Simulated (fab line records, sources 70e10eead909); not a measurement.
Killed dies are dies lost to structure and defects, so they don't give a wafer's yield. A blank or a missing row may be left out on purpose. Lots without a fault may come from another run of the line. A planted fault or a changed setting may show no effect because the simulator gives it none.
Tool commonality check | flow nand_harc | 14 lots, 42 wafers sampled

WHY IT WAS OPENED
At NHARC_A_M0_CD_MEAS_09 the reading cd_nm is flagged on 2 of 14 lots. Wafers without a fault read 80.0 nm, standard deviation 0.8.
Rule: a lot is flagged when every wafer of it that has a number lies more than 4 standard deviations from that mean, or none has a number. The other lots count as sound.

lot  | measured     | on        | cd_nm (nm), wafer by wafer | flag
L846 | day 23 11:09 | cd_sem-03 | 80.0 80.1 81.1             |
L845 | day 23 12:02 | cd_sem-02 | 80.8 79.3 79.6             |
L847 | day 24 19:46 | cd_sem-03 | 80.2 80.0 81.1             |
L850 | day 25 11:10 | cd_sem-03 | 79.1 81.7 80.2             |
L852 | day 26 09:59 | cd_sem-03 | 80.1 81.0 79.6             |
L853 | day 27 02:42 | cd_sem-01 | 79.8 80.6 81.0             |
L855 | day 27 04:45 | cd_sem-03 | 78.7 78.6 80.5             |
L857 | day 28 03:54 | cd_sem-03 | 79.8 80.1 80.2             |
L860 | day 30 08:11 | cd_sem-03 | 88.2 88.5 89.1             | FLAGGED
L862 | day 31 01:02 | cd_sem-02 | 87.8 87.6 87.9             | FLAGGED
L863 | day 31 02:24 | cd_sem-01 | 80.0 79.6 82.0             |
L864 | day 31 10:15 | cd_sem-03 | 81.4 81.3 79.5             |
L866 | day 31 14:03 | cd_sem-02 | 81.6 79.8 81.4             |
L865 | day 31 14:40 | cd_sem-01 | 79.2 78.6 79.7             |
The numbers of the flagged lots are 88.2 nm on average: +8.2 nm against the usual, or +10 standard deviations.

WHICH TOOL RAN EACH LOT
The record holds 1 process step before the reading, out of a route of 1302 steps. In each cell: the tool, then ch and the chambers that the sampled wafers went through, then the start.
lot  | flag    | NHARC_A_M0_PEB_07
L846 |         | litho_track-04 ch 0, day 23 11:04
L845 |         | litho_track-04 ch 0, day 23 11:57
L847 |         | litho_track-04 ch 0, day 24 19:41
L850 |         | litho_track-06 ch 0, day 25 11:05
L852 |         | litho_track-06 ch 0, day 26 09:54
L853 |         | litho_track-04 ch 0, day 27 02:37
L855 |         | litho_track-06 ch 0, day 27 04:40
L857 |         | litho_track-04 ch 0, day 28 03:49
L860 | FLAGGED | litho_track-04 ch 0, day 30 08:05
L862 | FLAGGED | litho_track-04 ch 0, day 31 00:57
L863 |         | litho_track-06 ch 0, day 31 02:19
L864 |         | litho_track-06 ch 0, day 31 10:10
L866 |         | litho_track-06 ch 0, day 31 13:58
L865 |         | litho_track-06 ch 0, day 31 14:35
What these steps do:
- NHARC_A_M0_PEB_07: peb time 65 s.
- NHARC_A_M0_CD_MEAS_09: target cd 80 nm.

FLAGGED OVER TOTAL, TOOL BY TOOL (the gauges that took the reading come last)
step                  | tool           | lots run | flagged | share of the flagged lots | sound lots run after its first flagged lot
NHARC_A_M0_PEB_07     | litho_track-04 | 7        | 2       | all                       | 0
NHARC_A_M0_PEB_07     | litho_track-06 | 7        | 0       | none                      | -
NHARC_A_M0_CD_MEAS_09 | cd_sem-01      | 3        | 0       | none                      | -
NHARC_A_M0_CD_MEAS_09 | cd_sem-02      | 3        | 1       | some                      | 1 (L866)
NHARC_A_M0_CD_MEAS_09 | cd_sem-03      | 8        | 1       | some                      | 1 (L864)

WHAT THE TABLE ALLOWS
1 row of the table ran every flagged lot: litho_track-04 at NHARC_A_M0_PEB_07.
- litho_track-04 at NHARC_A_M0_PEB_07: 2 of its 7 lots flagged. Its last sound lot is L857 (day 28 03:49), its first flagged lot L860 (day 30 08:05): a fault that began between those two fits.
One tool is left: litho_track-04 at NHARC_A_M0_PEB_07.

WHAT THE SIMULATOR HAD PUT IN
Process parameter drift: litho_track-04, from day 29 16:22 on, at NHARC_A_M0_PEB_07. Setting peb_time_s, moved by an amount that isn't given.
Lots struck among those shown: L860, L862. The rule above found the same.
